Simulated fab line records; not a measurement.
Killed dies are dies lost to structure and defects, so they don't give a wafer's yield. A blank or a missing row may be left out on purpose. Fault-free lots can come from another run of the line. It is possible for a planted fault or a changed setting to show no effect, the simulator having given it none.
A struck lot beside a sound one | flow n5_finfet | 31 steps out of a route of 1938
Sound: the wafers L393.2, L393.3, L393.5. Wafers struck: L400.2, L400.3, L400.5. The cause is given at the end.
Order at every step that has rows: each side's tool, ch and its chambers, its first start. Under that, the readings that differ: sound wafers | struck wafers | difference of the means | sigmas: that difference in standard deviations of wafers without a fault.
alike: readings whose means differ by less than 2 such deviations, and words and numbers that are the same on both sides. not compared: withheld readings, readings that some wafer has no value for, bounds like >300 that may hide the same value, and numbers for which the record gives no deviation and whose values overlap.
The two part at a step that has a row with sigmas, a row that says differs or no value, or rows on one side only. Non-overlapping numbers with no deviation appear without sigmas and do not part them. A reading that every wafer of one side lacks parts them only if that side has two wafers or more.

first, 3 steps without rows for these wafers: N5_ILD0_FCVD_FILL_01 (material SiO2 flowable, target thk 200 nm, time 328.3 s); N5_ILD0_CURE_02 (time 1800 s); N5_ILD0_CMP_03 (polishes, stops on SiNx, t overpolish 1.9 s, target thk 197.38 nm).
N5_ILD0_THK_MEAS_04:
  sound: film_metro-02 at day 3 23:30; struck: film_metro-01 at day 5 15:48
  alike: thk_nm
N5_ILD0_CMP_07: polishes SiO2 flowable, stops on poly-Si, t overpolish 1.18 s, target thk 138.88 nm.
  sound on cmp-03 ch 1,2,3, day 3 23:34; struck on cmp-03 ch 1,2,3, day 5 15:52
  alike: motor_current_A
N5_ILD0_THK_MEAS_08:
  sound: film_metro-02 at day 3 23:49; struck: film_metro-02 at day 5 16:07
  alike: thk_nm
then, 2 steps without rows for these wafers: N5_ILD0_PRECLEAN_10 (cleans in NF3:NH3, afs cycles 5, time 20 s, sublimation time 60 s); N5_ILD0_ALD_15 (deposits SiNx, target thk 24 nm, pulse time 1 s, ald cycles 480).
N5_ILD0_CMP_12: polishes SiNx, stops on poly-Si, t overpolish 6 s, target thk 17.67 nm.
  sound on cmp-04 ch 0,1,2, day 4 02:49; struck on cmp-03 ch 1,2,3, day 5 19:35
  alike: motor_current_A, overpolish_run_s, time_to_endpoint_s
N5_ILD0_THK_MEAS_13:
  sound: film_metro-02 at day 4 03:02; struck: film_metro-01 at day 5 19:48
  alike: thk_nm
N5_ILD0_INSPECT_06: inspects for defects (darkfield).
  sound: defect_inspect-01 at day 4 03:04; struck: defect_inspect-01 at day 5 19:50
  reading          | sound    | struck    | difference | sigmas
  raw_defect_count | 35 51 46 | 90 43 164 | +55        | +3
then, 1 step without rows for these wafers: N5_SDB_HM_DEP_00 (deposits SiNx from SiH4/NH3/N2, target thk 40 nm, time 35.3 s).
N5_SDB_COAT_03: time 60 s, resist thk 100 nm.
  sound on litho_track-04 ch 0, day 4 03:11; struck on litho_track-01 ch 0, day 5 19:57
  reading                              | sound                | struck               | difference | sigmas
  spin_speed_rpm (rpm)                 | 1500.2 1498.9 1499.9 | 1457.3 1457.6 1456.9 | -42.4      | -52
  model.SOC_of_SDB_COAT_03.thk_nm (nm) | 99.8 100 100.2       | 101.6 101.4 101.4    | +1.5       |
then, 7 steps without rows for these wafers: N5_SDB_COAT_04 (time 60 s, resist thk 18 nm); N5_SDB_COAT_05 (resist thk 90 nm); N5_SDB_EBR_07; N5_SDB_SOFTBAKE_06 (time 60 s); N5_SDB_EXPOSE_08 (exposes mask SDB); N5_SDB_PEB_09 (peb time 60 s); N5_SDB_DEVELOP_10 (develop time 30 s).
N5_SDB_CD_MEAS_11 targets a cd of 50 nm.
  sound on cd_sem-01 ch 0, day 4 03:33; struck on cd_sem-03 ch 0, day 5 20:11
  alike: cd_nm
N5_SDB_OVL_MEAS_12:
  sound on overlay-02 ch 0, day 4 03:35; struck on overlay-01 ch 0, day 5 20:13
  reading      | sound          | struck        | difference | sigmas
  SDB_OVL (nm) | -1.9 -1.8 -2.0 | -0.2 -0.5 0.1 | +1.7       | +2
N5_SDB_INSPECT_13: inspects for defects (brightfield).
  sound: defect_inspect-02 at day 4 03:36; struck: defect_inspect-02 at day 5 20:15
  alike: raw_defect_count
N5_SDB_DESCUM_16: chemistry O2, time 7.9 s.
  sound on rie_diel-02 ch 0,1,2, day 4 03:38; struck on rie_diel-05 ch 0,2, day 5 20:49
  alike: drypump_motor_current_A, oes_product_au, rf_vpp_V, showerhead_plenum_p_Torr, throttle_valve_pct
  not compared: rf_hours_counter_h
N5_SDB_ETCH_17: etches SiARC in CF4, target depth 23.4 nm, time 39 s.
  sound on rie_diel-02 ch 0,1,2, day 4 03:40; struck on rie_diel-05 ch 0,2, day 5 20:51
  alike: drypump_motor_current_A, etch_rf_on_time_s, oes_product_au, rf_vpp_V, showerhead_plenum_p_Torr, throttle_valve_pct
  not compared: rf_hours_counter_h
N5_SDB_ETCH_18: etches SOC in N2/H2, target depth 100 nm, overetch 20 nm, time 150 s.
  sound on rie_diel-02 ch 0,1,2, day 4 03:42; struck on rie_diel-05 ch 0,2, day 5 20:53
  reading                  | sound           | struck            | difference | sigmas
  model.etch.depth_nm (nm) | 99.81 100 100.3 | 101.6 101.3 101.5 | +1.4       |
  alike: drypump_motor_current_A, oes_product_au, rf_vpp_V, showerhead_plenum_p_Torr, throttle_valve_pct
  not compared: rf_hours_counter_h
then, 1 step without rows for these wafers: N5_SDB_STRIP_19 (strips in N2/H2).
N5_SDB_STRIP_21: strips in CF4.
  sound on rie_diel-02 ch 0,1,2, day 4 03:50; struck on rie_diel-05 ch 0,2, day 5 21:01
  alike: drypump_motor_current_A, oes_product_au, rf_vpp_V, showerhead_plenum_p_Torr, throttle_valve_pct
  not compared: rf_hours_counter_h
N5_SDB_HM_OPEN_20: chemistry CH3F/O2, target SiNx, stops on poly-Si, target depth 24 nm.
  sound on rie_diel-02 ch 0,1,2, day 4 03:52; struck on rie_diel-05 ch 0,2, day 5 21:02
  alike: drypump_motor_current_A, oes_product_au, rf_vpp_V, showerhead_plenum_p_Torr, throttle_valve_pct
  not compared: rf_hours_counter_h, model.SOC_of_SDB_COAT_03.thk_nm
then, 1 step without rows for these wafers: N5_SDB_STRIP_22 (strips in N2/H2).
-- the record jumps here: 9 days lie between the struck wafers' starts before and after (it left off in module SDB and takes up again in module PASSIVATION, whose first step shown is number 1936 of the route) --
N5_PASSIVATION_PROBE_49:
  sound: prober-02 at day 12 02:53; struck: prober-02 at day 14 15:04
  alike: killed_at_M0_to_M3, killed_at_M4_up, killed_at_contacts, killed_at_front_end, killed_at_other, killed_dies, killed_on_rim, killed_open, killed_short

## WHERE THEY PART
First at N5_ILD0_INSPECT_06; last, within this record, at N5_SDB_OVL_MEAS_12. Later steps at which nothing parts them and some readings are alike: N5_SDB_INSPECT_13, N5_SDB_DESCUM_16, N5_SDB_ETCH_17, N5_SDB_ETCH_18, N5_SDB_STRIP_21, N5_SDB_HM_OPEN_20, N5_PASSIVATION_PROBE_49.

WHY: what had been put in by the simulator
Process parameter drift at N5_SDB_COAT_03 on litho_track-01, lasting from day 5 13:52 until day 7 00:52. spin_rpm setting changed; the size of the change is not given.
